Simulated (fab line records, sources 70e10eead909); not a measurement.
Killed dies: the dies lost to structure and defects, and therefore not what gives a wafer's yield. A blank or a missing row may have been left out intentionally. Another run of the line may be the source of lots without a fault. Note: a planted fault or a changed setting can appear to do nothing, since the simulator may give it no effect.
fab line records	flow nand_harc	part 1 of 2: steps 1 to 4 of 6
record lots=22	wafers=66	last_day=33
route steps=1302 shown A_CONTACT@1004
lots that met no fault: from a run of the same line without faults
start_h: the number of hours between the record's first day and the start of the first shown wafer of the lot	wait_h: time in hours since the lot's previous step	" unchanged from the row above	L1.1+2: a row that stands for several wafers	- either no value or no given start	* or withheld: withheld	< > ~ a bound
route shown NAME@n: names a module that has steps shown in the file, with the first one's number in the route	usual: mean/standard deviation taken from wafers without a fault	same: alike in all rows	chamber/n: place in a boat	sites: the reading at each site	_std_site: standard deviation of those values	_edge_site: mean of outer sites minus mean of inner sites	radius_mm: how far each site lies from the wafer's centre	mask NAME#n: copy n	behind: tool/chamber where the wafer was last shaped	hold: the reason the lot was held/the length of the hold in hours/how it ended	device: the n, p or np transistor that did not switch	end of line: tests run on the same wafers once the route is complete	for a step that has no rows: nothing shown but its recipe	killed: not the wafer's yield, but the dies lost to structure and defects at the first sort	map: a wafer's dies, x killed, . not, _ none there
set.NAME: the setting the step ran with; set.NAME@STEP: the setting that earlier step ran with	model.NAME: the simulator's own value behind a step, which no gauge read
steps of the route over a sample of lots; a table a step, a row a wafer
services: from which hour (start_h, from the record's first day; less than 0 if before it) a tool's chamber was out of use, for how many hours, and why
## steps
# step NHARC_A_CONTACT_ETCH_51
# recipe target_depth_a=70000	over_etch_frac=0.3	time_s=1820	ion_energy_ev=150	o2_flow_sccm=400	cos_flow_sccm=20	ar_flow_sccm=0	rf_w=500	bias_w=300	chemistry=O2/COS
# usual drypump_motor_current_A=6.2/0.48	oes_product_au=1.001/0.011	rf_fwd_power_W=499.6/1.3	rf_vpp_V=313.5/1.8	showerhead_plenum_p_Torr=3.08/0.11	throttle_valve_pct=28.330/0.0095
lot.wafer	tool	chamber	start_h	wait_h	drypump_motor_current_A	oes_product_au	rf_fwd_power_W	rf_hours_counter_h	rf_vpp_V	showerhead_plenum_p_Torr	throttle_valve_pct
L074.2	rie_diel-12	0	-	-	6.7	0.995	500.7	5	313.6	3.09	28.332
L074.6	"	3	"	"	5.8	0.997	501.8	-	312.7	2.99	28.326
L074.5	"	0	"	"	6.7	0.993	499.3	-	312.0	3.09	28.320
L075.2	rie_diel-12	2	-	-	5.5	1.000	500.0	8	314.8	3.15	28.329
L075.5	"	1	"	"	6.7	0.991	501.2	-	312.8	2.98	28.337
L075.6	"	2	"	"	5.5	0.999	498.0	-	315.4	3.15	28.337
L076.1	rie_diel-12	1	-	-	6.8	1.006	499.4	10	312.7	2.98	28.318
L076.2	"	2	"	"	5.5	1.016	501.3	12	314.8	3.14	28.324
L076.6	"	2	"	"	5.6	1.013	500.1	-	314.8	3.14	28.317
L077.1	rie_diel-12	0	-	-	6.6	0.995	498.0	11	313.3	3.08	28.332
L077.3	"	2	"	"	5.5	1.009	500.3	13	314.0	3.14	28.320
L077.5	"	3	"	"	5.8	1.024	500.0	-	312.1	2.98	28.338
L078.3	rie_diel-08	1	-	-	5.9	0.999	497.5	47	316.7	3.32	28.314
L078.4	"	2	"	"	6.3	0.983	499.5	48	317.4	3.35	28.342
L078.2	"	3	"	"	6.3	1.001	498.5	43	312.4	2.99	28.332
L080.3	rie_diel-12	3	552.05	-	5.8	1.022	499.7	18	311.0	2.98	28.320
L080.6	"	0	"	"	6.7	1.001	498.4	-	313.8	3.08	28.337
L080.5	"	1	"	"	6.7	0.991	499.6	-	313.1	2.97	28.334
L081.4	rie_diel-09	3	-	-	6.0	1.006	499.3	15	316.3	3.22	28.334
L081.6	"	3	"	"	6.0	1.013	497.3	-	315.4	3.22	28.328
L081.5	"	0	"	"	6.4	1.014	498.1	-	311.2	2.94	28.334
L082.2	rie_diel-12	2	-	-	5.5	1.018	498.7	22	316.0	3.14	28.346
L082.1	"	3	"	"	5.8	1.021	497.3	22	312.6	2.98	28.317
L082.4	"	0	"	"	6.7	0.995	501.8	21	312.4	3.08	28.328
L083.2	rie_diel-12	3	-	-	5.8	1.013	499.3	25	310.9	2.98	28.323
L083.3	"	1	"	"	6.7	1.000	500.0	23	311.9	2.97	28.325
L083.6	"	2	"	"	5.5	1.023	498.9	-	314.6	3.14	28.323
L085.1	rie_diel-12	1	-	-	6.7	0.992	499.3	26	312.8	2.97	28.331
L085.3	"	3	"	"	5.8	1.014	499.2	28	312.3	2.98	28.325
L085.6	"	1	"	"	6.7	1.000	500.5	-	311.4	2.97	28.330
L084.4	rie_diel-08	1	-	-	5.9	1.018	498.0	12	317.1	3.31	28.331
L084.2	"	2	"	"	6.3	1.009	500.4	13	317.6	3.34	28.308
L084.5	"	1	"	"	5.9	1.004	498.2	-	317.5	3.31	28.315
L086.2	rie_diel-12	0	-	-	6.7	1.000	500.7	27	314.3	3.08	28.335
L086.4	"	1	"	"	6.8	0.995	498.5	-	311.1	2.97	28.333
L086.5	"	2	"	"	5.5	1.006	501.2	-	315.7	3.13	28.333
L087.1	rie_diel-08	1	-	-	5.9	1.006	501.3	21	316.9	3.30	28.330
L087.4	"	3	"	"	6.3	1.012	500.2	20	312.4	2.98	28.346
L087.3	"	0	"	"	6.4	0.994	498.6	18	314.7	3.11	28.316
L088.1	rie_diel-12	3	-	-	5.8	1.016	498.8	31	311.8	2.98	28.320
L088.6	"	3	"	"	5.8	1.017	499.5	-	312.1	2.98	28.320
L088.5	"	0	"	"	6.7	0.990	499.8	-	314.2	3.07	28.348
L090.1	rie_diel-12	1	-	-	6.7	1.002	501.7	2	309.6	2.97	28.328
L090.4	"	0	"	"	6.7	0.990	501.3	2	313.1	3.07	28.327
L090.6	"	1	"	"	6.7	0.991	499.5	-	310.8	2.97	28.327
L089.4	rie_diel-12	1	-	-	6.7	0.990	500.2	3	311.7	2.97	28.332
L089.1	"	3	"	"	5.8	0.992	498.1	2	312.4	2.97	28.312
L089.5	"	1	"	"	6.7	0.979	500.1	-	312.7	2.97	28.312
L092.4	rie_diel-12	1	-	-	6.8	1.006	498.5	7	311.9	2.96	28.324
L092.2	"	3	"	"	5.8	0.993	500.7	7	312.8	2.97	28.322
L092.5	"	1	"	"	6.8	0.989	498.2	-	311.2	2.96	28.334
L091.2	rie_diel-12	2	-	-	5.5	0.998	499.2	7	314.3	3.13	28.317
L091.3	"	0	"	"	6.6	0.995	500.9	8	313.8	3.07	28.331
L091.6	"	2	"	"	5.5	0.993	501.2	-	315.0	3.13	28.320
L094.4	rie_diel-09	1	-	-	5.6	1.005	500.5	2	316.5	3.26	28.325
L094.1	"	3	"	"	6.0	1.015	499.6	3	314.5	3.19	28.334
L094.6	"	0	"	"	6.4	0.986	500.0	-	311.3	2.92	28.323
L093.4	rie_diel-12	1	-	-	6.7	0.987	498.7	-	312.4	2.96	28.330
L093.5	"	2	"	"	5.5	0.988	501.0	-	315.2	3.13	28.331
L093.6	"	0	"	"	6.7	1.008	498.1	-	313.2	3.07	28.343
L095.1	rie_diel-12	0	-	-	6.7	0.990	497.0	13	314.5	3.07	28.324
L095.3	"	3	"	"	5.8	0.994	502.6	12	313.4	2.97	28.330
L095.6	"	1	"	"	6.7	0.987	502.4	-	311.8	2.96	28.324
L096.1	rie_diel-12	3	-	-	5.8	1.007	500.1	13	311.8	2.97	28.337
L096.4	"	0	"	"	6.6	0.990	499.2	15	312.0	3.07	28.326
L096.6	"	2	"	"	5.5	0.999	501.2	-	314.6	3.13	28.338
# step NHARC_A_CONTACT_ETCH_115
# recipe source_w=withheld	pressure_mtorr=20	bias_v=3000	time_s=190	target_depth_a=18500	ar_flow_sccm=withheld	c4f8_flow_sccm=withheld	o2_flow_sccm=withheld	chemistry=C4F8/O2/Ar
lot.wafer	tool	chamber	start_h	wait_h	rf_hours_counter_h
L074.2	har_cap_etch-01	1	480.16	0.1	128
L074.5	"	0	"	"	-
L074.6	"	1	"	"	-
L075.2	har_cap_etch-02	0	502.56	0.1	83
L075.5	"	1	"	"	-
L075.6	"	0	"	"	-
L076.2	har_cap_etch-01	1	520.31	0.1	1
L076.1	"	0	"	"	1
L076.6	"	1	"	"	-
L077.1	har_cap_etch-03	1	526.30	0.1	47
L077.3	"	0	"	"	-
L077.5	"	0	"	"	-
L078.2	har_cap_etch-02	0	527.06	0.1	88
L078.3	"	0	"	"	-
L078.4	"	1	"	"	-
L080.3	har_cap_etch-01	1	553.64	0.1	-
L080.6	"	1	"	"	-
L080.5	"	0	"	"	-
L081.4	har_cap_etch-02	0	558.73	0.1	-
L081.5	"	0	"	"	-
L081.6	"	1	"	"	-
L082.1	har_cap_etch-01	1	575.95	0.1	10
L082.2	"	0	"	"	10
L082.4	"	1	"	"	-
L083.2	har_cap_etch-01	0	582.42	0.1	12
L083.3	"	0	"	"	-
L083.6	"	0	"	"	-
L085.1	har_cap_etch-02	0	597.32	0.1	101
L085.3	"	1	"	"	-
L085.6	"	1	"	"	-
L084.2	har_cap_etch-03	0	600.04	0.1	61
L084.4	"	1	"	"	-
L084.5	"	0	"	"	-
L086.2	har_cap_etch-02	1	606.47	0.1	103
L086.4	"	0	"	"	-
L086.5	"	0	"	"	-
L087.1	har_cap_etch-01	0	620.67	0.1	19
L087.3	"	1	"	"	-
L087.4	"	0	"	"	-
L088.1	har_cap_etch-03	0	622.31	0.1	66
L088.5	"	1	"	"	-
L088.6	"	0	"	"	-
L090.1	har_cap_etch-02	1	640.14	0.1	110
L090.4	"	1	"	"	-
L090.6	"	0	"	"	-
L089.1	har_cap_etch-03	1	643.20	0.1	70
L089.4	"	1	"	"	-
L089.5	"	1	"	"	-
L092.2	har_cap_etch-01	1	668.72	0.1	26
L092.4	"	1	"	"	-
L092.5	"	1	"	"	-
L091.2	har_cap_etch-02	0	678.17	0.1	117
L091.3	"	1	"	"	-
L091.6	"	0	"	"	-
L094.1	har_cap_etch-03	1	692.26	0.1	75
L094.4	"	0	"	"	-
L094.6	"	1	"	"	-
L093.4	har_cap_etch-01	1	693.08	0.1	-
L093.6	"	0	"	"	-
L093.5	"	1	"	"	-
L095.1	har_cap_etch-02	1	709.77	0.1	122
L095.3	"	1	"	"	-
L095.6	"	0	"	"	-
L096.1	har_cap_etch-02	1	723.12	0.1	124
L096.4	"	1	"	"	-
L096.6	"	1	"	"	-
# step NHARC_A_CONTACT_ETCH_120
# recipe source_w=withheld	pressure_mtorr=20	bias_v=3000	time_s=190	target_depth_a=18500	ar_flow_sccm=withheld	c4f8_flow_sccm=withheld	o2_flow_sccm=withheld	chemistry=C4F8/O2/Ar
lot.wafer	tool	chamber	start_h	wait_h	rf_hours_counter_h
L074.2	har_cap_etch-01	1	481.01	0.1	129
L074.5	"	0	"	"	-
L074.6	"	1	"	"	-
L075.2	har_cap_etch-02	0	503.42	0.1	84
L075.5	"	1	"	"	-
L075.6	"	0	"	"	-
L076.2	har_cap_etch-01	1	521.16	0.1	1
L076.1	"	0	"	"	1
L076.6	"	1	"	"	-
L077.1	har_cap_etch-03	1	527.15	0.1	47
L077.3	"	0	"	"	-
L077.5	"	0	"	"	-
L078.2	har_cap_etch-02	0	527.91	0.1	89
L078.3	"	0	"	"	-
L078.4	"	1	"	"	-
L080.3	har_cap_etch-01	1	554.49	0.1	-
L080.6	"	1	"	"	-
L080.5	"	0	"	"	-
L081.4	har_cap_etch-02	0	559.59	0.1	-
L081.5	"	0	"	"	-
L081.6	"	1	"	"	-
L082.1	har_cap_etch-01	1	576.80	0.1	11
L082.2	"	0	"	"	11
L082.4	"	1	"	"	-
L083.2	har_cap_etch-01	0	583.27	0.1	13
L083.3	"	0	"	"	-
L083.6	"	0	"	"	-
L085.1	har_cap_etch-02	0	598.17	0.1	102
L085.3	"	1	"	"	-
L085.6	"	1	"	"	-
L084.2	har_cap_etch-03	0	600.90	0.1	61
L084.4	"	1	"	"	-
L084.5	"	0	"	"	-
L086.2	har_cap_etch-02	1	607.32	0.1	104
L086.4	"	0	"	"	-
L086.5	"	0	"	"	-
L087.1	har_cap_etch-01	0	621.53	0.1	20
L087.3	"	1	"	"	-
L087.4	"	0	"	"	-
L088.1	har_cap_etch-03	0	623.17	0.1	67
L088.5	"	1	"	"	-
L088.6	"	0	"	"	-
L090.1	har_cap_etch-02	1	640.99	0.1	111
L090.4	"	1	"	"	-
L090.6	"	0	"	"	-
L089.1	har_cap_etch-03	1	644.06	0.1	71
L089.4	"	1	"	"	-
L089.5	"	1	"	"	-
L092.2	har_cap_etch-01	1	669.58	0.1	27
L092.4	"	1	"	"	-
L092.5	"	1	"	"	-
L091.2	har_cap_etch-02	0	679.03	0.1	118
L091.3	"	1	"	"	-
L091.6	"	0	"	"	-
L094.1	har_cap_etch-03	1	693.12	0.1	76
L094.4	"	0	"	"	-
L094.6	"	1	"	"	-
L093.4	har_cap_etch-01	1	693.94	0.1	-
L093.6	"	0	"	"	-
L093.5	"	1	"	"	-
L095.1	har_cap_etch-02	1	710.61	0.1	123
L095.3	"	1	"	"	-
L095.6	"	0	"	"	-
L096.1	har_cap_etch-02	1	723.97	0.1	125
L096.4	"	1	"	"	-
L096.6	"	1	"	"	-
# step NHARC_A_CONTACT_ETCH_90
# recipe target_depth_a=400	over_etch_frac=0.5	time_s=85.7	ion_energy_ev=120	ch3f_flow_sccm=50	o2_flow_sccm=30	ar_flow_sccm=200	rf_w=500	bias_w=100	chemistry=CH3F/O2
# usual drypump_motor_current_A=6.2/0.42	oes_product_au=0.95/0.033	rf_fwd_power_W=496.5/2.4	rf_vpp_V=244.1/1.7	showerhead_plenum_p_Torr=2.45/0.11	throttle_valve_pct=20.663/0.008
lot.wafer	tool	chamber	start_h	wait_h	drypump_motor_current_A	oes_product_au	rf_fwd_power_W	rf_hours_counter_h	rf_vpp_V	showerhead_plenum_p_Torr	throttle_valve_pct
L074.2	rie_diel-08	0	482.52	0.8	6.4	0.93	493.4	37	243.8	2.47	20.648
L074.5	"	1	"	"	5.9	0.93	497.8	-	246.7	2.62	20.661
L074.6	"	2	"	"	6.3	0.92	495.9	-	246.0	2.65	20.681
L075.2	rie_diel-08	2	504.91	0.8	6.3	0.92	494.3	42	246.5	2.64	20.672
L075.5	"	0	"	"	6.4	0.93	491.0	-	245.1	2.46	20.658
L075.6	"	1	"	"	5.9	0.93	499.4	-	248.2	2.62	20.667
L076.2	rie_diel-12	0	522.66	0.9	6.7	0.93	495.5	10	244.3	2.43	20.661
L076.1	"	2	"	"	5.5	0.92	494.1	13	242.2	2.48	20.668
L076.6	"	3	"	"	5.8	0.93	496.9	-	243.6	2.35	20.655
L077.3	rie_diel-08	3	528.66	0.6	6.3	0.91	499.5	44	243.2	2.35	20.662
L077.1	"	0	"	"	6.5	0.92	493.1	52	244.4	2.46	20.658
L077.5	"	3	"	"	6.3	0.92	499.0	-	242.7	2.35	20.673
L078.2	rie_diel-08	0	529.40	0.9	6.4	0.93	493.3	53	243.6	2.46	20.670
L078.3	"	1	"	"	5.9	0.93	498.2	48	246.5	2.61	20.656
L078.4	"	3	"	"	6.3	0.92	497.6	44	242.2	2.35	20.658
L080.3	rie_diel-12	0	555.97	0.8	6.6	0.93	497.6	17	244.2	2.43	20.653
L080.6	"	1	"	"	6.7	0.92	496.1	-	240.9	2.34	20.660
L080.5	"	2	"	"	5.5	0.94	499.1	-	244.0	2.47	20.671
L081.4	rie_diel-12	3	561.03	0.7	5.8	1.01	499.4	20	242.2	2.35	20.666
L081.5	"	2	"	"	5.5	1.01	496.8	-	243.7	2.47	20.667
L081.6	"	3	"	"	5.8	1.01	500.6	-	242.9	2.35	20.660
L082.4	rie_diel-12	2	578.51	0.9	5.5	0.94	497.8	24	243.6	2.47	20.683
L082.1	"	0	"	"	6.7	0.92	493.4	21	243.6	2.42	20.673
L082.2	"	1	"	"	6.7	0.93	495.2	22	243.4	2.34	20.656
L083.2	rie_diel-12	3	584.75	0.8	5.8	0.93	498.2	26	242.7	2.34	20.676
L083.3	"	0	"	"	6.7	0.92	492.6	24	243.5	2.42	20.659
L083.6	"	2	"	"	5.5	0.94	496.2	-	245.2	2.47	20.666
L085.3	rie_diel-08	1	599.67	0.6	5.9	1.01	497.5	13	246.3	2.61	20.657
L085.1	"	3	"	"	6.3	1.00	497.1	15	243.1	2.34	20.649
L085.6	"	1	"	"	5.9	1.01	499.2	-	246.1	2.61	20.654
L084.4	rie_diel-08	2	602.35	0.7	6.3	0.94	495.9	15	246.4	2.63	20.658
L084.2	"	3	"	"	6.3	0.94	495.5	16	242.4	2.34	20.660
L084.5	"	2	"	"	6.3	0.94	498.8	-	246.3	2.63	20.669
L086.2	rie_diel-12	3	608.96	1.0	5.8	0.99	498.3	29	243.2	2.34	20.677
L086.4	"	2	"	"	5.5	0.92	498.0	33	244.3	2.47	20.652
L086.5	"	3	"	"	5.8	1.00	497.7	-	243.4	2.34	20.675
L087.4	rie_diel-08	1	623.07	0.7	5.9	0.94	498.0	22	247.9	2.60	20.656
L087.1	"	2	"	"	6.3	0.93	498.8	23	246.6	2.63	20.667
L087.3	"	3	"	"	6.3	0.94	497.8	21	242.5	2.34	20.666
L088.1	rie_diel-09	3	624.66	0.8	6.0	0.93	493.5	34	245.5	2.53	20.659
L088.6	"	2	"	"	6.3	0.93	494.3	-	241.9	2.32	20.652
L088.5	"	3	"	"	6.0	0.92	494.1	-	245.3	2.53	20.662
L090.1	rie_diel-12	1	642.46	0.8	6.7	0.92	497.6	4	243.3	2.33	20.655
L090.4	"	0	"	"	6.6	0.92	496.2	3	244.4	2.42	20.650
L090.6	"	1	"	"	6.7	0.92	494.2	-	243.3	2.33	20.665
L089.4	rie_diel-12	3	645.52	0.6	5.8	0.93	500.6	3	242.9	2.34	20.670
L089.1	"	0	"	"	6.6	0.92	495.4	3	244.0	2.42	20.660
L089.5	"	3	"	"	5.8	0.92	499.3	-	242.6	2.34	20.644
L092.4	rie_diel-12	1	671.08	0.7	6.7	0.93	495.6	8	242.7	2.33	20.654
L092.2	"	0	"	"	6.6	0.95	493.5	8	243.2	2.42	20.664
L092.5	"	1	"	"	6.7	0.94	496.2	-	243.5	2.33	20.661
L091.2	rie_diel-08	2	680.53	0.9	6.3	0.93	498.5	45	247.2	2.62	20.656
L091.3	"	0	"	"	6.4	0.93	493.0	38	243.8	2.44	20.669
L091.6	"	1	"	"	5.9	0.93	500.7	-	245.5	2.59	20.664
L094.4	rie_diel-12	3	694.60	0.6	5.8	1.00	494.7	10	243.3	2.34	20.665
L094.1	"	0	"	"	6.6	1.00	497.6	11	245.5	2.42	20.662
L094.6	"	3	"	"	5.8	1.00	496.1	-	243.8	2.34	20.674
L093.4	rie_diel-12	1	695.35	0.6	6.8	0.93	498.2	11	242.0	2.33	20.659
L093.6	"	0	"	"	6.7	0.92	497.3	-	242.7	2.42	20.675
L093.5	"	1	"	"	6.7	0.92	494.9	-	241.8	2.33	20.677
L095.1	rie_diel-09	1	712.08	0.8	5.5	0.99	494.9	10	244.8	2.57	20.670
L095.3	"	2	"	"	6.3	0.99	497.4	8	243.1	2.31	20.656
L095.6	"	0	"	"	6.4	0.97	493.5	-	242.9	2.30	20.655
L096.1	rie_diel-12	1	725.47	0.9	6.8	0.94	495.8	17	242.3	2.33	20.662
L096.6	"	0	"	"	6.7	0.95	496.6	-	242.8	2.41	20.665
L096.4	"	1	"	"	6.7	0.94	493.0	-	241.7	2.33	20.657
